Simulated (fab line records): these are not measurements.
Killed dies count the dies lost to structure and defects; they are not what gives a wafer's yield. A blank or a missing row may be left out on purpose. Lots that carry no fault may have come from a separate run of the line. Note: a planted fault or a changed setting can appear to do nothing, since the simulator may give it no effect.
fab line records -- flow n5Finfet
record: lots: 5, wafers: 15, lastDay: 16
route steps=1938 shown BEOL_M4@1099 BEOL_M5@1112 BEOL_M12@1648 PASSIVATION@1936
lots untouched by any fault: they come from a run of this same line in which no faults occurred
startH: the number of hours between the record's first day and the start of the first shown wafer of the lot -- waitH: time in hours since the lot's previous step -- " the same as in the row above -- L1.1+2: a single row standing in for several wafers -- - either no value or no given start -- * or withheld: withheld -- < > ~ a bound
route shown NAME@n: a module of which the file shows steps, and the number in the route of the first -- usual: the fault-free wafers' mean and standard deviation -- same: alike in all rows -- chamber/n: place in a boat -- sites: readings site by site -- _std_site: the standard deviation of these -- _edge_site: mean of outer sites minus mean of inner sites -- radiusMm: how far each site lies from the wafer's centre -- mask NAME#n: copy n -- behind: the most recent tool/chamber to have shaped the wafer -- hold: what put the lot on hold/how long, in hours/how the hold closed -- device: which transistor (n, p or np) failed to switch -- end of line: at the end of the route, the tests of the same wafers -- where a step has no rows: the recipe by itself -- killed: not the wafer's yield, but the dies lost to structure and defects at the first sort -- map: the dies of a wafer, with x for killed, . for not killed, _ for no die there
set.NAME: the setting as run; set.NAME@STEP: as run at that earlier step -- model.NAME: the simulator's own value behind a step, which no gauge read
a table for each step, a row for each wafer; lots at some steps of the route
services: when a tool's chamber went out of use (startH, in hours from the record's first day, below 0 if earlier), for how many hours, and the reason
== steps ==
step: N5_BEOL_M4_ANNEAL_95
recipe: tempC: 400, timeS: 240, ambient: vacuum
step: N5_BEOL_M4_SPUTTER_96
recipe: material: Cu, targetThkA: 45, tempC: -20, chamberPressurePa: 0.07, powerW: withheld, timeS: 8.29
step: N5_BEOL_M4_ECD_50
recipe: material: Cu, targetThkA: 3000
step: N5_BEOL_M4_ANNEAL_51
recipe: tempC: 225, timeS: 90, ambient: N2
step: N5_BEOL_M4_CMP_52
recipe: stopOn: SiOC, tOverpolishS: 6.8, downForcePsi: 1, platenRpm: 50, clearingPlatenDownForcePsi: 1.5, clearingPlatenRpm: 50, postCmpClean: cuAlkaline, targetThkNm: 40, clearingPlatenPadVelocityMS: 0.99484, padVelocityMS: 0.99484
step: N5_BEOL_M4_PRE_CLEAN_60
recipe: gas: NH3/H2, timeS: 15, tempC: *, rfPowerW: 300
step: N5_BEOL_M4_CO_CAP_55
recipe: material: Co, targetThkA: 20, tempC: 200, precursor: CCTBA/H2, pressureTorr: 30, timeS: 102.1
step: N5_BEOL_M4_PRE_CLEAN_56
recipe: gas: NH3, timeS: 15, tempC: withheld, rfPowerW: 300
step: N5_BEOL_M4_DEP_57
recipe: material: SiCN, targetThkA: 80, tempC: withheld, precursor: 3MS/NH3, pressureTorr: 3, rfW: 202, timeS: 14
step: N5_BEOL_M4_RC_MEAS_101
usual: DIBL_N: 36.5/2, DIBL_P: 36.5/2.3, IOFF_N: 0.16/0.036, IOFF_P: 0.21/0.037, ION_N: 672/12, ION_P: 459/7.1, SS_N: 71.6/0.73, SS_P: 73.4/0.76, VT_N: 250/3.3, VT_P: -250.5/2.9
lot.wafer,tool,chamber,startH,waitH,DIBL_N[mV/V],DIBL_P[mV/V],IOFF_N[nA/um],IOFF_P[nA/um],ION_N[uA/um],ION_P[uA/um],SS_N[mV/dec],SS_P[mV/dec],VT_N[mV],VT_P[mV]
L424.2,prober-02,0,189.71,0.2,34.5,35.7,0.14,0.19,671,462,71.2,72.8,248,-252.2
L424.4,prober-02,0,189.71,0.2,37.3,37.8,0.19,0.23,679,462,71.5,73.9,247,-248.4
L424.5,prober-02,0,189.71,0.2,36.9,37.8,0.18,0.22,683,468,71.5,74.7,247,-248.9
L425.3,prober-01,0,199.73,0.3,36.9,35.4,0.15,0.18,661,446,71.9,73.3,252,-254.4
L425.4,prober-01,0,199.73,0.3,34.8,33.5,0.12,0.17,655,448,70.8,72.5,253,-254.3
L425.5,prober-01,0,199.73,0.3,39.9,40.3,0.22,0.28,683,467,71.9,74.7,245,-246.8
L427.1,prober-02,0,201.65,0.0,36.4,34.9,0.16,0.21,673,462,71.0,73.2,248,-249.7
L427.2,prober-02,0,201.65,0.0,36.3,34.2,0.18,0.21,690,467,71.5,72.9,245,-250.3
L427.6,prober-02,0,201.65,0.0,38.9,37.4,0.23,0.27,687,466,72.2,74.3,245,-246.5
L433.1,prober-01,0,257.15,0.0,37.4,36.3,0.18,0.24,684,461,72.3,74.2,246,-249.3
L433.2,prober-01,0,257.15,0.0,38.4,36.6,0.20,0.25,697,465,72.4,73.6,245,-247.6
L433.4,prober-01,0,257.15,0.0,38.3,37.6,0.20,0.28,693,470,72.4,74.3,246,-246.7
L435.1,prober-02,0,257.60,0.0,40.6,41.6,0.23,0.31,680,466,72.2,74.7,245,-246.1
L435.4,prober-02,0,257.60,0.0,40.2,39.0,0.21,0.25,649,444,73.9,73.9,249,-250.4
L435.5,prober-02,0,257.60,0.0,37.8,38.2,0.16,0.24,648,452,72.4,73.2,254,-251.2
step: N5_BEOL_M5_ILD_DEP_00
recipe: material: SiCOH_lowk, targetThkA: 1406.4, tempC: 300, precursor: DEMS/porogen, pressureTorr: 5, rfW: 500, timeS: 25.9
step: N5_BEOL_M5_CURE_79
recipe: tempC: 385, timeS: 240, ambient: He/Ar, material: SiCOH_lowk
step: N5_BEOL_M5_PECVD_70
recipe: material: SiO2, targetThkA: 160, tempC: 400, precursor: TEOS/O2, pressureTorr: 5.5, rfW: 450, teosFlowSccm: 53.8, gas: O2, flowSccm: 3000, timeS: 18
step: N5_BEOL_M5_HM_DEP_02
recipe: material: TiN, targetThkA: 200, tempC: 25, chamberPressurePa: 0.49996
step: N5_BEOL_M5_COAT_59
recipe: resist: SOC, tempC: 250, timeS: 60, spinRpm: 1500, resistThkNm: 60
step: N5_BEOL_M5_COAT_60
recipe: resist: SiARC, tempC: 220, timeS: 60, spinRpm: 1500, resistThkNm: 12
step: N5_BEOL_M5_COAT_71
recipe: resist: underlayer, tempC: 205, timeS: 60, spinRpm: 1500, resistThkNm: 5
step: N5_BEOL_M5_COAT_05
recipe: resist: CAR-EUV, spinRpm: 1500, resistThkNm: 30
step: N5_BEOL_M5_EBR_07
recipe: solvent: PGMEA, ebrWidthMm: 1.5
step: N5_BEOL_M5_SOFTBAKE_06
recipe: tempC: 110, timeS: 60, resist: CAR-EUV
step: N5_BEOL_M5_EXPOSE_08
recipe: maskId: M5, na: 0.33, sourceShape: annular, sigmaInner: 0.4, sigmaOuter: 0.8, polarization: unpolarized, targetCdNm: 28, doseMj: 35.75
step: N5_BEOL_M5_PEB_09
recipe: pebTempC: 100, pebTimeS: 60, resist: CAR-EUV
step: N5_BEOL_M5_DEVELOP_10
recipe: developTimeS: 30, developer: TMAH, resist: CAR-EUV, rinseLiquid: surfactantRinse, dry: airSpin, devTempC: 23
step: N5_BEOL_M5_DESCUM_16
recipe: chemistry: O2, timeS: 7, sourcePowerW: 50, biasPowerW: 20, pressureMtorr: 20, rfFrequencyHz: 2.712e+07, tempC: 40, resist: CAR-EUV, o2FlowSccm: 225
step: N5_BEOL_M5_ETCH_72
recipe: chemistry: N2/H2, target: underlayer, targetDepthA: 65, maskMaterial: CAR-EUV, timeS: 5.2, ionEnergyEv: 200, pressureMtorr: 30, sourceW: 840, biasW: 150, n2FlowSccm: 200, h2FlowSccm: 200, ends: cleared
step: N5_BEOL_M5_ETCH_61
recipe: chemistry: CF4, target: SiARC, targetDepthA: 156, maskMaterial: CAR-EUV, timeS: 26, ionEnergyEv: 80, pressureMtorr: 40, sourceW: 545, biasW: 36, Ar_flow_sccm: 100, cf4FlowSccm: 100, ends: cleared
step: N5_BEOL_M5_ETCH_62
recipe: chemistry: N2/H2, target: SOC, targetDepthA: 750, overetchA: 150, maskMaterial: SiARC, tempC: 40, timeS: 112.5, ionEnergyEv: 200, pressureMtorr: 30, sourceW: 840, biasW: 150, n2FlowSccm: 200, h2FlowSccm: 200
step: N5_BEOL_M5_STRIP_63
recipe: chemistry: N2/H2, tempC: 40, n2FlowSccm: 200, h2FlowSccm: 200, rfFrequencyHz: 6e+07
step: N5_BEOL_M5_STRIP_73
recipe: chemistry: N2/H2, tempC: 40, n2FlowSccm: 200, h2FlowSccm: 200, rfFrequencyHz: 6e+07
step: N5_BEOL_M5_STRIP_64
recipe: chemistry: CF4, resist: SiARC, powerW: 300, biasPowerW: 75, pressureMtorr: 50, cf4FlowSccm: 150, rfFrequencyHz: 6e+07
step: N5_BEOL_M5_HM_OPEN_17
recipe: chemistry: Cl2/BCl3, targetDepthA: 200, overetchA: 60, target: TiN, maskMaterial: SOC, ionEnergyEv: 150, pressureMtorr: 10, icpW: 1000, biasW: 126, Cl2_flow_sccm: 53.25, bcl3FlowSccm: 21.75, Ar_flow_sccm: 25
step: N5_BEOL_M5_STRIP_19
recipe: chemistry: O2, powerW: 400, tempC: 40, pressureMtorr: 30, rfFrequencyHz: 6e+07, biasPowerW: 0, overashFraction: 0.2, o2FlowSccm: 225
step: N5_BEOL_M5_COAT_65
recipe: resist: SOC, tempC: 250, timeS: 60, spinRpm: 1500, resistThkNm: 60
step: N5_BEOL_M5_COAT_66
recipe: resist: SiARC, tempC: 220, timeS: 60, spinRpm: 1500, resistThkNm: 12
step: N5_BEOL_M12_SPUTTER_43
recipe: material: TaN, targetThkA: 150, tempC: 50, biasV: 168.6, powerW: 15000, chamberPressurePa: 0.12, timeS: 24.19
usual: biasV: 168.6/1.8, cathodeDcPowerW: 15000/2.6, throttleValvePct: 30.1/0.78
lot.wafer,tool,chamber,startH,waitH,biasV,cathodeDcPowerW,throttleValvePct
L424.2,pvdSputter-03,-,263.84,0.0,-,-,-
L424.4,pvdSputter-03,-,263.84,0.0,-,-,-
L424.5,pvdSputter-03,-,263.84,0.0,-,-,-
L427.1,pvdSputter-03,-,269.87,0.0,-,-,-
L427.2,pvdSputter-03,-,269.87,0.0,-,-,-
L427.6,pvdSputter-03,-,269.87,0.0,-,-,-
L425.3,pvdSputter-03,-,270.59,0.0,-,-,-
L425.4,pvdSputter-03,-,270.59,0.0,-,-,-
L425.5,pvdSputter-03,-,270.59,0.0,-,-,-
L433.1,pvdSputter-03,-,333.85,0.0,168.4,15003,30.7
L433.2,pvdSputter-03,-,333.85,0.0,171.3,14999,30.0
L433.4,pvdSputter-03,-,333.85,0.0,169.4,15001,31.0
L435.1,pvdSputter-03,-,337.92,0.0,167.2,15005,30.6
L435.4,pvdSputter-03,-,337.92,0.0,169.1,14997,31.0
L435.5,pvdSputter-03,-,337.92,0.0,166.9,14999,30.6
step: N5_BEOL_M12_CMP_49
recipe: stopOn: SiOC, tOverpolishS: 20.6, downForcePsi: 1, platenRpm: 50, clearingPlatenDownForcePsi: 1.5, clearingPlatenRpm: 50, postCmpClean: cuAlkaline, targetThkNm: 320, clearingPlatenPadVelocityMS: 0.99484, padVelocityMS: 0.99484
usual: barrierFieldEndpointS: 30.3/0.78, motorCurrentA: 6.1/0.63, platenRpm: 50.00/0.032, slurryFlowMlMin: 150.0/0.51
lot.wafer,tool,chamber,startH,waitH,barrierFieldEndpointS,motorCurrentA,platenRpm,slurryFlowMlMin,model.Cu_of_BEOL_M12_ECD_47.thkNm
L424.4,cmp-03,3,264.64,0.2,12.4,6.8,50.02,149.5,327
L424.2,cmp-03,0,264.64,0.2,12.6,5.5,50.02,149.3,328
L424.5,cmp-03,2,264.64,0.2,12.3,5.9,50.00,150.3,320.4
L427.2,cmp-04,0,270.59,0.2,11.6,6.4,50.03,150.3,337.8
L427.1,cmp-04,2,270.59,0.2,11.5,6.2,49.96,149.6,325.6
L427.6,cmp-04,1,270.59,0.2,11.1,5.5,50.06,149.7,342.8
L425.4,cmp-03,1,271.35,0.2,11.9,6.9,50.04,149.8,335.4
L425.3,cmp-03,3,271.35,0.2,12.0,6.9,50.02,150.0,340.2
L425.5,cmp-03,1,271.35,0.2,11.8,6.4,49.93,149.9,331
L433.2,cmp-04,3,336.14,0.2,31.7,7.0,49.97,150.2,317
L433.1,cmp-04,0,336.14,0.2,30.6,6.5,50.02,150.0,330.8
L433.4,cmp-04,2,336.14,0.2,31.1,6.3,50.03,150.3,330.4
L435.4,cmp-03,3,338.75,0.1,30.6,7.1,50.04,149.0,322.2
L435.1,cmp-03,0,338.75,0.1,30.2,5.7,49.97,150.3,320.8
L435.5,cmp-03,0,338.75,0.1,31.5,6.2,49.99,150.4,330.6
step: N5_PASSIVATION_PROBE_49
usual: defectLimitedYield: 91.4/1.4, killed_at_M0_to_M3: 33/11, killed_at_M4_up: 13/5.3, killedAtContacts: 13/6.1, killedAtFrontEnd: 40/11, killedAtOther: 2.9/2.7, killedDies: 102/17, killedOnRim: 14/4.2, killedOpen: 68/13, killedShort: 32/7.5, sort_bin_5_function: 5.1/0.98, sort_bin_6_memory: 3.2/0.69, sort_bin_8_speed: 0.1/1.1, sortNPass: 1077/21, sortYieldPct: 91.3/1.7
same: grossDies: 1180, killedAtBackSide: 0, sort_bin_4_leakage[%]: 0
lot.wafer,tool,chamber,startH,waitH,defectLimitedYield[%],killed_at_M0_to_M3,killed_at_M4_up,killedAtContacts,killedAtFrontEnd,killedAtOther,killedDies,killedOnRim,killedOpen,killedShort,sort_bin_5_function[%],sort_bin_6_memory[%],sort_bin_8_speed[%],sortNPass,sortYieldPct[%]
L425.3,prober-02,-,316.87,0.1,85.4,29,89,7,44,3,172,13,67,23,11.4,2.9,0,1008,85.4
L425.4,prober-02,-,316.92,0.2,83.3,45,90,14,46,2,197,23,79,41,13.5,2.6,0,983,83.3
L425.5,prober-02,-,316.97,0.2,84.4,40,97,10,35,2,184,13,59,39,12.1,3.0,0,996,84.4
L427.1,prober-02,-,320.44,0.0,83.2,32,113,17,32,4,198,16,86,25,13.3,3.4,0,982,83.2
L427.2,prober-02,-,320.49,0.1,84.3,44,101,18,21,1,185,57,61,37,12.9,2.4,0,995,84.3
L427.6,prober-02,-,320.69,0.3,84.5,21,116,16,29,1,183,51,56,28,12.7,2.5,0,997,84.5
L424.2,prober-02,-,321.72,0.1,83.2,32,115,10,38,3,198,55,71,27,13.1,3.2,0,982,83.2
L424.4,prober-02,-,321.82,0.2,81.1,34,119,13,52,5,223,60,82,35,14.3,4.1,0,957,81.1
L424.5,prober-02,-,321.87,0.2,83.5,36,88,17,51,3,195,53,84,29,13.2,3.0,0,985,83.5
L433.1,prober-02,-,372.33,0.0,91.3,30,15,19,36,3,103,15,69,34,5.0,3.5,0,1077,91.3
L433.2,prober-02,-,372.38,0.1,91.4,34,15,5,45,2,101,9,69,29,4.8,3.5,0,1079,91.4
L433.4,prober-02,-,372.48,0.2,90.8,42,14,4,40,9,109,19,77,30,5.9,2.9,0,1071,90.8
L435.1,prober-01,-,378.38,0.0,93.5,27,7,13,30,0,77,7,44,32,3.4,3.1,0,1103,93.5
L435.4,prober-01,-,378.53,0.2,92.0,29,4,12,45,4,94,7,55,36,4.5,2.8,0.1,1085,91.9
L435.5,prober-01,-,378.58,0.2,92.9,30,7,11,36,0,84,14,55,29,4.1,2.8,0,1096,92.9
killed by level:class
L425.3 BEOL_M12:areaSputter=79 STI_FIN_REVEAL:geometricParticle:open=8 BEOL_M0_SAQP:geometricParticle:open=8 BEOL_M3:geometricParticle:open=7 MOL_CONTACT_COAG:geometricParticle:open=6 BEOL_M1:geometricParticle:open=5 GATE_CUT:geometricParticle:short=5 BEOL_M2:geometricParticle:open=5
L425.4 BEOL_M12:areaSputter=72 MOL_CONTACT_COAG:geometricParticle:open=13 STI_FIN_REVEAL:geometricParticle:open=12 BEOL_M0_SAQP:geometricParticle:open=12 BEOL_M0_SAQP:geometricParticle:short=10 BEOL_M4:geometricParticle:open=8 FIN_SAQP:geometricParticle:open=7 BEOL_M1:geometricParticle:open=6
L425.5 BEOL_M12:areaSputter=85 BEOL_M0_SAQP:geometricParticle:open=11 BEOL_M0_SAQP:geometricParticle:short=10 FIN_SAQP:geometricParticle:open=8 BEOL_M3:geometricParticle:open=8 MOL_CONTACT_COAG:geometricParticle:open=7 FIN_SAQP:geometricParticle:short=6 STI_FIN_REVEAL:geometricParticle:open=6
L427.1 BEOL_M12:areaSputter=87 BEOL_M4:geometricParticle:open=18 BEOL_M0_SAQP:geometricParticle:open=13 MOL_CONTACT_COAG:geometricParticle:open=12 STI_FIN_REVEAL:geometricParticle:open=9 BEOL_M1:geometricParticle:open=7 BEOL_M3:geometricParticle:open=6 MOL_CONTACT_COAG:geometricParticle:short=5
L427.2 BEOL_M12:areaSputter=86 MOL_CONTACT_COAG:geometricParticle:open=16 BEOL_M0_SAQP:geometricParticle:short=12 GATE_CUT:geometricParticle:short=8 BEOL_M0_SAQP:geometricParticle:open=8 BEOL_M4:geometricParticle:open=7 BEOL_M3:geometricParticle:open=5 BEOL_M2:geometricParticle:open=5
L427.6 BEOL_M12:areaSputter=98 MOL_CONTACT_COAG:geometricParticle:open=15 BEOL_M4:geometricParticle:short=7 BEOL_M1:geometricParticle:open=6 BEOL_M4:geometricParticle:open=6 GATE_CUT:geometricParticle:short=5 BEOL_M5:geometricParticle:open=5 FIN_SAQP:geometricParticle:short=4
L424.2 BEOL_M12:areaSputter=97 STI_FIN_REVEAL:geometricParticle:open=12 MOL_CONTACT_COAG:geometricParticle:open=9 BEOL_M0:geometricParticle:open=8 BEOL_M8:geometricParticle:open=8 STARTING-WAFER:geometricParticle:short=6 FIN_SAQP:geometricParticle:open=5 GATE_CUT:geometricParticle:short=5
L424.4 BEOL_M12:areaSputter=106 FIN_SAQP:geometricParticle:open=15 MOL_CONTACT_COAG:geometricParticle:open=13 FIN_SAQP:geometricParticle:short=11 STI_FIN_REVEAL:geometricParticle:open=11 BEOL_M1:geometricParticle:open=8 BEOL_M2:geometricParticle:open=7 GATE_CUT:geometricParticle:short=6
L424.5 BEOL_M12:areaSputter=79 FIN_SAQP:geometricParticle:open=15 MOL_CONTACT_COAG:geometricParticle:open=13 STI_FIN_REVEAL:geometricParticle:open=12 BEOL_M2:geometricParticle:open=12 FIN_SAQP:geometricParticle:short=7 BEOL_M0:geometricParticle:open=5 BEOL_M1:geometricParticle:open=5
L433.1 MOL_CONTACT_COAG:geometricParticle:open=15 BEOL_M3:geometricParticle:open=11 STI_FIN_REVEAL:geometricParticle:open=10 FIN_SAQP:geometricParticle:short=7 BEOL_M1:geometricParticle:open=7 FIN_SAQP:geometricParticle:open=5 MOL_CONTACT_COAG:geometricParticle:short=4 BEOL_M0_SAQP:geometricParticle:short=4
L433.2 FIN_SAQP:geometricParticle:open=14 BEOL_M3:geometricParticle:open=8 FIN_SAQP:geometricParticle:short=7 STI_FIN_REVEAL:geometricParticle:open=7 BEOL_M0_SAQP:geometricParticle:short=7 BEOL_M0_SAQP:geometricParticle:open=6 BEOL_M1:geometricParticle:open=6 MOL_CONTACT_COAG:geometricParticle:open=4
L433.4 BEOL_M3:geometricParticle:open=15 STI_FIN_REVEAL:geometricParticle:open=10 FIN_SAQP:geometricParticle:open=8 BEOL_M2:geometricParticle:open=8 BEOL_M0_SAQP:geometricParticle:short=7 BEOL_M0_SAQP:geometricParticle:open=6 BEOL_M4:geometricParticle:open=5 STARTING-WAFER:geometricParticle:open=5
L435.1 MOL_CONTACT_COAG:geometricParticle:open=11 BEOL_M0_SAQP:geometricParticle:open=8 BEOL_M0_SAQP:geometricParticle:short=8 FIN_SAQP:geometricParticle:open=6 GATE_CUT:geometricParticle:short=6 BEOL_M1:geometricParticle:open=5 ILD0:geometricParticle:short=4 FIN_CUT:geometricParticle:short=3
L435.4 FIN_SAQP:geometricParticle:open=17 MOL_CONTACT_COAG:geometricParticle:open=11 BEOL_M0_SAQP:geometricParticle:short=8 GATE_CUT:geometricParticle:short=6 BEOL_M0_SAQP:geometricParticle:open=5 STARTING-WAFER:geometricParticle:short=5 FIN_SAQP:geometricParticle:short=4 BEOL_M1:geometricParticle:open=3
L435.5 MOL_CONTACT_COAG:geometricParticle:open=10 BEOL_M0_SAQP:geometricParticle:open=9 FIN_SAQP:geometricParticle:short=6 FIN_SAQP:geometricParticle:open=5 GATE_CUT:geometricParticle:open=5 BEOL_M0_SAQP:geometricParticle:short=5 BEOL_M2:geometricParticle:open=5 BEOL_M2:geometricParticle:short=5
map L424.4 (x killed, . not)
_________________xxxxxxxx.x..________________
______________..x...xx.x...xxxxx_____________
___________x...xx........xx..xxxx.x__________
__________.x.x......x......x.xxx..xx_________
________xx...x..x.......x....xxxx.x..x_______
_______..x...x.xx.......x......x...x.xx______
______.....x...........x........x....x.x_____
_____.xx................x............x...____
____.xxx..xx........x............x...x..xx___
___...........x...x.......x..x..........xx.__
___x....x...x.........x.........x.........x__
__x.....x...............xx....x.....xxx....x_
__.x.........x....x........x...........x.xx._
_....x...................x....x.....x...xxx.x
_....xx.....x..x..x....................xx.x..
_...............x.........x...x..........x.xx
_........x.............................x.xxx.
_.....x.......x....................x...x..x.x
_.x...............x...x........x...x...x.....
_x.....x........xx...............x....xx..x..
_..........x......x.....................x.xx.
__x..x................x...................x._
__...x............x.x.x...x.x...x........x.x_
___.x.xx................................xx.__
___x.x......x...............x......x...x...__
____.x.............x..........x.........xx___
_____.......................x.....x....x.____
______..........x...x..x....x.......x..._____
_______.x........x..........x.....xx...______
________.......x.........x.....xx....._______
__________......xx..xx............xx_________
___________.x......x.x.xx....x...x.__________
______________...x.........x..xx_____________
_________________...x.xx..x..________________
map L425.4 (x killed, . not)
_________________.....xx..xx.________________
______________.x.......xx......._____________
___________.........x......x.......__________
__________.......x.................._________
________..............xx.x.x.......xx._______
_______................x...............______
______...x......x......x..x............._____
_____...x.....xx.x........x....x..x.x....____
____...............x............x.........___
___...............x..xxx............x......__
___..............x.....xxxx...............x__
__..............x.x.xx...xx..x.............._
__...........x..xx......x......x............_
_....x.......x..........xx.x...........x.....
_..x...x.x...............xx...x..x...........
_....x.....x.x........xx...xxx..x..x....x....
_.......xx......x.x.....x.x..x.x..x..x..x..x.
_..................x.x..x...x.xx...x....xx.x.
_...x.....x.....x..x....x..xxx.......x...xx.x
_....x...........xxx.xx..............x.......
_...x.....x.....xxxx..x.x........xxx.........
__...x...x.....x....xx..xxxxx......x........_
__....x...x.......x.x.xxx..x....x........x.x_
___x...........x......x...........x.x.x....__
___.....xx.x...x..x.x...x.................x__
____.x....x.....x......x..................___
_____.....x..............x...............____
______..............x..x............x..x_____
_______...x.x......................xx.x______
________xx...............xx...x......._______
__________.x.......................x_________
___________..........x..x.x........__________
______________.....x.x........x._____________
_________________.x..x.....x.________________
== services ==
tool,chamber,startH,hours,kind
cmp-03,-,242.57,-,consumableReplace:conditioner
cmp-03,-,242.57,-,consumableReplace:pad
== key ==
firstSign: step: N5_BEOL_M12_SPUTTER_43, reading: toolRecord, direction: missing
effect: step: N5_BEOL_M12_CMP_49, reading: barrierFieldEndpointS, direction: down, sigmas: 24, usual: 30.3, struck: 11.9
effect: step: N5_PASSIVATION_PROBE_49, reading: killed_at_M4_up, direction: up, sigmas: 17, usual: 13, struck: 103
modelEffect: step: N5_BEOL_M12_CMP_49, value: Cu_of_BEOL_M12_ECD_47.thkNm, without: 317, struck: 332
moreKillsBornAt: N5_BEOL_M12_SPUTTER_43@pvdSputter-03: 789
metAt N5_BEOL_M12_SPUTTER_43
struckWafers L424.2,L424.4,L424.5,L425.3,L425.4,L425.5,L427.1,L427.2,L427.6
fault: kind: skippedStepWhole, tool: pvdSputter-03, chamber: -, onsetH: 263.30, steps: N5_BEOL_M12_SPUTTER_43, scope: struckLotsOnly
